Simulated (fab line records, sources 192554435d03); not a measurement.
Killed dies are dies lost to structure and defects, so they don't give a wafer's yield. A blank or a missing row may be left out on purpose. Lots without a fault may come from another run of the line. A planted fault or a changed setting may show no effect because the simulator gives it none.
Chamber matching | flow n5_finfet | N5_BEOL_M6_STRIP_36 on rie_diel-06: 4 sister chambers
The step strips in N2/H2. 18 wafers are shown with their chamber, then 9 later ones without.

WAFERS WITH THEIR CHAMBER
wafer  | chamber | throttle_valve_pct (%) | drypump_motor_current_A (A) | showerhead_plenum_p_Torr (Torr)
L075.1 | 2       | 24.0                   | 5.4                         | 2.63
L075.2 | 1       | 23.3                   | 5.0                         | 2.47
L075.5 | 2       | 24.1                   | 5.5                         | 2.63
L077.3 | 2       | 24.1                   | 5.5                         | 2.63
L077.5 | 2       | 24.1                   | 5.4                         | 2.63
L077.6 | 3       | 24.3                   | 6.4                         | 2.55
L078.1 | 0       | 23.5                   | 5.7                         | 2.48
L078.4 | 3       | 24.3                   | 6.4                         | 2.55
L078.5 | 0       | 23.5                   | 5.7                         | 2.48
L081.1 | 1       | 23.3                   | 5.0                         | 2.47
L081.2 | 2       | 24.1                   | 5.4                         | 2.63
L081.3 | 3       | 24.3                   | 6.4                         | 2.55
L082.1 | 3       | 24.3                   | 6.4                         | 2.54
L082.3 | 1       | 23.3                   | 5.0                         | 2.47
L082.5 | 2       | 24.1                   | 5.4                         | 2.62
L083.2 | 1       | 23.3                   | 5.0                         | 2.47
L083.5 | 1       | 23.3                   | 5.0                         | 2.47
L083.6 | 0       | 23.5                   | 5.7                         | 2.48

SIGNATURES (means of the wafers above)
reading                  | chamber 0 | chamber 1 | chamber 2 | chamber 3 | scatter within a chamber
throttle_valve_pct       | 23.500    | 23.300    | 24.083    | 24.300    | 0.0244
drypump_motor_current_A  | 5.700     | 5.000     | 5.433     | 6.400     | 0.0309
showerhead_plenum_p_Torr | 2.4800    | 2.4700    | 2.6283    | 2.5475    | 0.00336
Rule: a wafer's distance from a chamber is the root of the sum, over the readings, of the square of ((its reading less the chamber's mean) divided by the reading's scatter). The wafer belongs to the nearest chamber; if the next one is less than 2 further off, it can't be placed. The scatter: the root of (the sum of the squares of (reading less its chamber's mean) over the shown wafers, divided by (wafers less chambers)).

WAFERS WITHOUT THEIR CHAMBER
wafer  | throttle_valve_pct (%) | drypump_motor_current_A (A) | showerhead_plenum_p_Torr (Torr)
L085.2 | 23.6                   | 5.7                         | 2.47
L085.5 | 24.1                   | 5.4                         | 2.62
L085.6 | 23.3                   | 5.0                         | 2.46
L092.4 | 23.3                   | 5.0                         | 2.46
L092.5 | 24.3                   | 6.4                         | 2.53
L092.6 | 24.1                   | 5.4                         | 2.61
L095.1 | 23.3                   | 5.0                         | 2.46
L095.2 | 24.1                   | 5.4                         | 2.61
L095.3 | 24.3                   | 6.4                         | 2.53

WHICH CHAMBER EACH WENT THROUGH
wafer  | from the rows above | in truth
L085.2 | 0                   | 0
L085.5 | 2                   | 2
L085.6 | 1                   | 1
L092.4 | 1                   | 1
L092.5 | 3                   | 3
L092.6 | 2                   | 2
L095.1 | 1                   | 1
L095.2 | 2                   | 2
L095.3 | 3                   | 3
Placed correctly: 9 of 9. Can't be placed from these rows: 0. Placed wrongly: 0.
